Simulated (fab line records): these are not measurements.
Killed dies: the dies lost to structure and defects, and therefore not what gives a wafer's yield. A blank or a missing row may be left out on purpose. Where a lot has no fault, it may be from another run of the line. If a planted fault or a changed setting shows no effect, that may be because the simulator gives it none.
Matching of chambers + flow n5 finfet + 4 sister chambers for N5_BEOL_M1_ETCHBACK_99 on rie diel-03
The step etches SiO2 in CHF3, target depth 5 nm, time 10.4 s. 4 wafers are shown with their chamber, then 8 later ones without.

== WAFERS, EACH WITH ITS CHAMBER ==
| wafer  | chamber | showerhead plenum p Torr (Torr) |
|--------|---------|---------------------------------|
| L083.2 | 0       | 2.21                            |
| L086.1 | 1       | 2.23                            |
| L086.4 | 3       | 1.99                            |
| L088.2 | 2       | 2.23                            |

== WAFERS MISSING THEIR CHAMBER ==
| wafer  | showerhead plenum p Torr (Torr) |
|--------|---------------------------------|
| L088.3 | 1.98                            |
| L088.5 | 2.21                            |
| L095.1 | 2.23                            |
| L095.3 | 2.20                            |
| L095.4 | 2.23                            |
| L097.1 | 2.22                            |
| L097.4 | 2.22                            |
| L097.5 | 2.22                            |

== WHICH CHAMBER EACH WENT THROUGH ==
| wafer  | from the rows above          | in truth |
|--------|------------------------------|----------|
| L088.3 | 3                            | 3        |
| L088.5 | 0                            | 0        |
| L095.1 | can't be placed: 1 or 2      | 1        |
| L095.3 | 0                            | 0        |
| L095.4 | can't be placed: 1 or 2      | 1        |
| L097.1 | can't be placed: 1 or 2 or 0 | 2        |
| L097.4 | can't be placed: 1 or 2 or 0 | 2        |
| L097.5 | can't be placed: 1 or 2 or 0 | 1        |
3 of 8 placed correctly. Can't be placed from these rows: 5 (the true chamber is among the candidates in 5). 0 placed wrongly.
How it was worked out, from the rows above alone: a wafer's distance from a chamber is the root of the sum, over the readings, of the square of ((its reading less the chamber's mean) divided by the reading's scatter). If the next closest chamber is less than 2 further off than the closest, the wafer can't be placed; otherwise it belongs to the closest. A chamber's mean is the mean of its shown wafers. The scatter: with one shown wafer a chamber, the root of the mean of the squares of how far each hidden wafer lies from its nearest shown one.
